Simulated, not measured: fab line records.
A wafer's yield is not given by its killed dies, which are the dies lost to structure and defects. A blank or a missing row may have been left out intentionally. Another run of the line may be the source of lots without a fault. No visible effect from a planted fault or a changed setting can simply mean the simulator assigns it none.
Which of the tools did it?    flow n5_finfet    69 wafers from 23 lots sampled at 5 of the route's 1938 steps

== WHAT THE GAUGES SHOWED, per wafer ==
N5_BEOL_M8_OCD_MEAS_38.
lot   measured      on      trench_depth_nm (nm)
L074  day 8 15:49   ocd-02  92.2 91.8 90.7
L077  day 9 15:31   ocd-02  94.1 92.9 91.5
L075  day 10 05:25  ocd-01  93.9 92.8 92.9
L078  day 10 05:04  ocd-01  91.8 92.3 95.1
L076  day 10 13:31  ocd-01  93.5 92.2 92.2
L080  day 10 19:52  ocd-01  90.8 95.0 93.1
L079  day 11 01:14  ocd-02  95.3 94.0 91.1
L081  day 11 20:49  ocd-01  93.4 90.9 93.4
L083  day 11 22:11  ocd-01  94.0 92.0 94.9
L082  day 12 05:41  ocd-02  95.7 90.8 94.5
L084  day 12 05:44  ocd-01  93.2 92.4 92.9
L085  day 12 08:58  ocd-02  92.7 92.7 91.4
L086  day 12 16:06  ocd-02  93.7 95.0 93.9
L088  day 12 23:17  ocd-02  93.1 94.1 93.5
L087  day 13 00:35  ocd-02  92.2 93.5 92.0
L089  day 13 00:45  ocd-01  91.3 92.9 92.7
L090  day 13 17:40  ocd-01  89.5 94.9 93.6
L091  day 14 05:57  ocd-02  94.0 93.6 93.3
L092  day 14 06:19  ocd-01  90.4 96.1 94.3
L093  day 14 09:39  ocd-01  92.1 91.8 92.6
L095  day 14 22:06  ocd-01  94.2 94.1 94.4
L096  day 15 01:37  ocd-02  91.5 93.9 92.8
L097  day 15 07:21  ocd-01  91.2 91.6 93.5

== TOOL THAT RAN EACH LOT (tool first, then ch and the chambers of the sampled wafers, then the start) ==
lot   N5_BEOL_M7_DEP_56                N5_BEOL_M8_DESCUM_16                N5_BEOL_M8_STRIP_19                 N5_BEOL_M8_ETCH_72
L074  pecvd-04 ch 0,2, day 8 12:16     rie_diel-01 ch 0,2,3, day 8 13:53   rie_diel-01 ch 2,3, day 8 14:17     rie_diel-03 ch 0,2,3, day 8 15:25
L077  pecvd-03 ch 0,1, day 9 09:17     rie_diel-03 ch 0,2,3, day 9 12:38   rie_diel-04 ch 1,3, day 9 13:01     rie_diel-03 ch 0,1,3, day 9 15:07
L075  pecvd-04 ch 0,1, day 9 23:07     rie_diel-03 ch 0,1,2, day 10 02:53  rie_diel-01 ch 0,3, day 10 03:17    rie_diel-01 ch 1,2,3, day 10 05:01
L078  pecvd-04 ch 0,1, day 10 00:20    rie_diel-04 ch 0,2,3, day 10 02:58  rie_diel-04 ch 0,1,2, day 10 03:22  rie_diel-04 ch 0,2,3, day 10 04:40
L076  pecvd-04 ch 0,1, day 10 09:10    rie_diel-01 ch 2,3, day 10 10:50    rie_diel-01 ch 1,3, day 10 11:13    rie_diel-04 ch 0,1, day 10 13:07
L080  pecvd-03 ch 1,2, day 10 14:45    rie_diel-04 ch 2,3, day 10 17:15    rie_diel-01 ch 2,3, day 10 17:38    rie_diel-03 ch 2,3, day 10 19:28
L079  pecvd-04 ch 0,1, day 10 18:05    rie_diel-01 ch 0,2,3, day 10 21:08  rie_diel-01 ch 0,2,3, day 10 21:34  rie_diel-03 ch 0,1,3, day 11 00:51
L081  pecvd-02 ch 0,1, day 11 17:12    rie_diel-03 ch 1,2, day 11 19:17    rie_diel-03 ch 1,2,3, day 11 19:44  rie_diel-04 ch 1,3, day 11 20:25
L083  pecvd-02 ch 1,2, day 11 18:52    rie_diel-03 ch 0,2, day 11 20:48    rie_diel-01 ch 0,1,3, day 11 21:11  rie_diel-03 ch 0,2,3, day 11 21:48
L082  pecvd-04 ch 0,1,2, day 11 21:16  rie_diel-04 ch 2,3, day 12 01:25    rie_diel-04 ch 0,2,3, day 12 01:47  rie_diel-03 ch 0,2,3, day 12 05:17
L084  pecvd-04 ch 0,1,2, day 11 22:41  rie_diel-03 ch 0,2,3, day 12 01:33  rie_diel-04 ch 0,2,3, day 12 01:56  rie_diel-04 ch 1,2, day 12 05:20
L085  pecvd-03 ch 0,1,2, day 12 02:06  rie_diel-03 ch 2,3, day 12 06:30    rie_diel-01 ch 1,2,3, day 12 07:00  rie_diel-04 ch 0,1,2, day 12 08:34
L086  pecvd-03 ch 0,1,2, day 12 11:19  rie_diel-04 ch 0,3, day 12 13:36    rie_diel-03 ch 0,2,3, day 12 14:02  rie_diel-01 ch 0,2,3, day 12 15:43
L088  pecvd-03 ch 1,2, day 12 18:46    rie_diel-04 ch 2,3, day 12 21:53    rie_diel-03 ch 0,1, day 12 22:16    rie_diel-04 ch 2,3, day 12 22:54
L087  pecvd-03 ch 0,1, day 12 19:46    rie_diel-04 ch 1,2,3, day 12 22:12  rie_diel-04 ch 0,2,3, day 12 22:35  rie_diel-04 ch 1,2,3, day 13 00:11
L089  pecvd-02 ch 0,2, day 12 21:32    rie_diel-01 ch 0,1,2, day 12 22:56  rie_diel-04 ch 1,2,3, day 12 23:25  rie_diel-01 ch 0,1,2, day 13 00:22
L090  pecvd-02 ch 0,1,2, day 13 12:09  rie_diel-04 ch 1,2,3, day 13 14:51  rie_diel-04 ch 0,1,3, day 13 15:20  rie_diel-03 ch 0,2,3, day 13 17:16
L091  pecvd-03 ch 0,1, day 14 01:59    rie_diel-01 ch 0,2,3, day 14 04:18  rie_diel-01 ch 0,1,3, day 14 04:49  rie_diel-01 ch 0,3, day 14 05:33
L092  pecvd-04 ch 0,2, day 14 02:21    rie_diel-01 ch 0,1,2, day 14 04:34  rie_diel-03 ch 0,2,3, day 14 05:23  rie_diel-03 ch 2,3, day 14 05:55
L093  pecvd-03 ch 0,1, day 14 04:17    rie_diel-04 ch 0,1, day 14 06:28    rie_diel-04 ch 1,2, day 14 06:50    rie_diel-01 ch 1,2, day 14 09:15
L095  pecvd-03 ch 0,1,2, day 14 16:26  rie_diel-04 ch 0,2,3, day 14 19:54  rie_diel-01 ch 0,1, day 14 20:19    rie_diel-03 ch 0,1,3, day 14 21:43
L096  pecvd-02 ch 0,1,2, day 14 19:53  rie_diel-03 ch 0,1,3, day 14 23:35  rie_diel-01 ch 0,1,2, day 15 00:05  rie_diel-01 ch 0,2,3, day 15 01:13
L097  pecvd-03 ch 0,1,2, day 15 00:44  rie_diel-03 ch 0,1, day 15 02:59    rie_diel-01 ch 2,3, day 15 03:25    rie_diel-04 ch 0,1,2, day 15 06:58
- N5_BEOL_M7_DEP_56: deposits SiCN from 3MS/NH3, target thk 10 nm, time 17.5 s.
- N5_BEOL_M8_DESCUM_16: chemistry O2, time 7.9 s.
- N5_BEOL_M8_STRIP_19: strips in O2.
- N5_BEOL_M8_ETCH_72: etches underlayer in N2/H2, target depth 6.5 nm, time 5.2 s.

== WHAT THE TOOLS THEMSELVES READ (means of the sampled wafers that have a number; where no wafer has one, the mark that the record gives instead) ==
N5_BEOL_M7_DEP_56.
lot   tool      rf_fwd_power_W (W)  showerhead_plenum_p_Torr (Torr)  throttle_valve_pct (%)
L074  pecvd-04  199.3               3.659                            9.3
L077  pecvd-03  199.1               3.657                            8.8
L075  pecvd-04  200.8               3.657                            9.3
L078  pecvd-04  200.3               3.654                            9.5
L076  pecvd-04  200.7               3.656                            9.2
L080  pecvd-03  199.9               3.649                            8.7
L079  pecvd-04  200.3               3.655                            9.3
L081  pecvd-02  199.9               3.654                            9.5
L083  pecvd-02  199.3               3.677                            9.1
L082  pecvd-04  199.5               3.653                            9.0
L084  pecvd-04  199.4               3.659                            9.0
L085  pecvd-03  199.6               3.651                            8.7
L086  pecvd-03  199.7               3.657                            8.7
L088  pecvd-03  199.4               3.663                            8.6
L087  pecvd-03  200.0               3.663                            8.7
L089  pecvd-02  199.9               3.648                            9.2
L090  pecvd-02  199.7               3.657                            9.0
L091  pecvd-03  199.9               3.660                            8.8
L092  pecvd-04  198.2               3.655                            8.7
L093  pecvd-03  199.9               3.657                            8.8
L095  pecvd-03  199.8               3.654                            8.7
L096  pecvd-02  198.9               3.666                            9.1
L097  pecvd-03  199.9               3.661                            8.8

N5_BEOL_M8_DESCUM_16.
lot   tool         drypump_motor_current_A (A)  oes_product_au (a.u.)  rf_fwd_power_W (W)  rf_vpp_V (V)  showerhead_plenum_p_Torr (Torr)  throttle_valve_pct (%)
L074  rie_diel-01  6.1                          0.84                   49.32               244.5         2.15                             20.42
L077  rie_diel-03  5.8                          0.69                   49.43               242.6         2.09                             20.51
L075  rie_diel-03  5.8                          0.77                   49.24               244.0         2.09                             20.46
L078  rie_diel-04  5.6                          0.78                   49.29               241.4         2.06                             20.44
L076  rie_diel-01  6.0                          0.78                   49.32               243.7         2.10                             20.38
L080  rie_diel-04  5.4                          0.78                   49.14               243.0         2.06                             20.52
L079  rie_diel-01  6.1                          0.80                   49.45               244.0         2.14                             20.45
L081  rie_diel-03  5.9                          0.76                   49.29               242.4         2.06                             20.56
L083  rie_diel-03  5.6                          0.91                   49.45               244.0         2.12                             20.22
L082  rie_diel-04  5.8                          0.82                   49.26               242.7         2.05                             20.37
L084  rie_diel-03  5.8                          0.88                   49.47               242.7         2.09                             20.26
L085  rie_diel-03  6.1                          0.86                   49.49               242.6         2.06                             20.31
L086  rie_diel-04  5.6                          0.93                   49.13               241.8         2.06                             20.12
L088  rie_diel-04  5.5                          0.76                   49.28               242.8         2.06                             20.55
L087  rie_diel-04  5.6                          0.78                   49.26               243.3         2.09                             20.55
L089  rie_diel-01  6.4                          0.75                   49.62               242.6         2.11                             20.49
L090  rie_diel-04  5.6                          0.77                   49.40               242.0         2.09                             20.55
L091  rie_diel-01  6.1                          0.77                   49.51               243.9         2.13                             20.49
L092  rie_diel-01  6.3                          0.74                   49.45               243.6         2.11                             20.51
L093  rie_diel-04  5.5                          0.85                   49.25               243.8         2.09                             20.30
L095  rie_diel-04  5.5                          0.82                   49.19               242.4         2.05                             20.35
L096  rie_diel-03  5.9                          0.90                   49.25               243.5         2.07                             20.22
L097  rie_diel-03  5.8                          0.89                   49.40               243.0         2.07                             20.30

N5_BEOL_M8_STRIP_19.
lot   tool         drypump_motor_current_A (A)  oes_product_au (a.u.)  rf_vpp_V (V)  showerhead_plenum_p_Torr (Torr)  throttle_valve_pct (%)
L074  rie_diel-01  6.0                          0.79                   3.4           2.11                             16.59
L077  rie_diel-04  5.8                          0.82                   3.7           2.14                             16.72
L075  rie_diel-01  6.2                          0.84                   3.5           2.16                             16.74
L078  rie_diel-04  5.4                          0.71                   3.2           2.11                             16.87
L076  rie_diel-01  6.4                          0.75                   3.3           2.08                             16.86
L080  rie_diel-01  6.0                          0.79                   3.2           2.12                             16.69
L079  rie_diel-01  6.2                          0.81                   3.8           2.14                             16.66
L081  rie_diel-03  6.0                          0.86                   3.4           2.06                             16.62
L083  rie_diel-01  6.4                          0.79                   3.1           2.13                             16.81
L082  rie_diel-04  5.5                          0.86                   3.6           2.06                             16.55
L084  rie_diel-04  5.5                          0.86                   3.6           2.06                             16.56
L085  rie_diel-01  6.2                          0.75                   3.2           2.09                             16.77
L086  rie_diel-03  5.8                          0.86                   3.9           2.09                             16.52
L088  rie_diel-03  5.7                          0.94                   3.2           2.11                             16.38
L087  rie_diel-04  5.6                          0.84                   3.6           2.06                             16.57
L089  rie_diel-04  5.6                          0.77                   3.9           2.09                             16.79
L090  rie_diel-04  5.7                          0.85                   3.4           2.09                             16.56
L091  rie_diel-01  6.4                          0.77                   3.8           2.12                             16.85
L092  rie_diel-03  5.8                          0.85                   3.9           2.08                             16.55
L093  rie_diel-04  5.3                          0.70                   3.6           2.09                             17.00
L095  rie_diel-01  6.5                          0.77                   3.6           2.15                             16.85
L096  rie_diel-01  6.3                          0.73                   3.5           2.11                             16.78
L097  rie_diel-01  6.0                          0.73                   3.3           2.09                             16.69

N5_BEOL_M8_ETCH_72.
lot   tool         drypump_motor_current_A (A)  etch_rf_on_time_s (s)  h2_flow_sccm (sccm)  oes_product_au (a.u.)  rf_fwd_power_W (W)  rf_vpp_V (V)  showerhead_plenum_p_Torr (Torr)  throttle_valve_pct (%)
L074  rie_diel-03  5.8                          5.29                   199.9                0.59                   817.6               524.5         2.55                             17.97
L077  rie_diel-03  5.9                          5.23                   200.2                0.66                   818.5               523.5         2.54                             17.90
L075  rie_diel-01  6.2                          5.22                   199.7                0.65                   819.1               523.1         2.54                             18.00
L078  rie_diel-04  5.5                          5.18                   200.6                0.66                   819.9               522.6         2.51                             17.95
L076  rie_diel-04  5.6                          5.29                   200.0                0.63                   818.2               524.3         2.60                             18.17
L080  rie_diel-03  6.0                          5.17                   199.1                0.77                   819.8               522.6         2.51                             17.71
L079  rie_diel-03  5.9                          5.17                   199.9                0.74                   821.1               524.0         2.54                             17.77
L081  rie_diel-04  5.9                          5.18                   200.2                0.72                   818.9               523.3         2.54                             17.89
L083  rie_diel-03  5.8                          5.18                   200.1                0.77                   820.1               524.7         2.54                             17.70
L082  rie_diel-03  5.8                          5.17                   200.1                0.75                   818.9               523.4         2.54                             17.71
L084  rie_diel-04  5.3                          5.22                   199.2                0.61                   821.1               523.5         2.55                             18.20
L085  rie_diel-04  5.4                          5.24                   200.3                0.68                   817.5               523.4         2.55                             18.02
L086  rie_diel-01  6.2                          5.16                   200.1                0.68                   819.8               525.1         2.59                             17.93
L088  rie_diel-04  5.7                          5.22                   200.1                0.69                   821.7               523.3         2.49                             17.87
L087  rie_diel-04  5.7                          5.19                   199.8                0.65                   820.3               524.0         2.54                             18.05
L089  rie_diel-01  6.3                          5.26                   200.2                0.63                   820.2               524.8         2.57                             18.04
L090  rie_diel-03  5.8                          5.18                   200.3                0.73                   818.5               523.8         2.53                             17.74
L091  rie_diel-01  6.4                          5.22                   200.2                0.68                   819.9               526.3         2.64                             17.99
L092  rie_diel-03  6.1                          5.17                   200.2                0.72                   820.6               523.3         2.49                             17.76
L093  rie_diel-01  6.4                          5.23                   200.1                0.60                   820.8               523.5         2.51                             18.14
L095  rie_diel-03  5.9                          5.12                   199.8                0.78                   816.2               522.9         2.52                             17.67
L096  rie_diel-01  6.2                          5.31                   199.7                0.64                   818.4               525.1         2.58                             17.95
L097  rie_diel-04  5.4                          5.28                   200.1                0.65                   818.5               523.2         2.54                             18.03

== THE ANSWER, worked out from the rows above alone ==
Rule: the lots themselves supply what counts as usual. Put in order of their means at a reading, lots are off if they are a third of the lots or fewer, leave a main group of 4 or more, and stand apart from it by a gap of 3 or more times the standard deviation of the main group's means; of several such gaps the widest counts. The tables above print the reading to a certain number of digits; a main group whose means all agree to those digits is not used. A lot without any number at a reading at which 4 lots or more have one is off too. All remaining lots with rows at the step are treated as sound. First the gauges in route order, then the tools' own readings, where a lot's mean is used as printed above. The first step at which some lot is off is used, and at that step the reading that is off furthest; a lot without a number counts as furthest.
No lot is off on any of the readings shown, so nothing can be concluded from this.

== WHAT THE SIMULATOR HAD PUT IN ==
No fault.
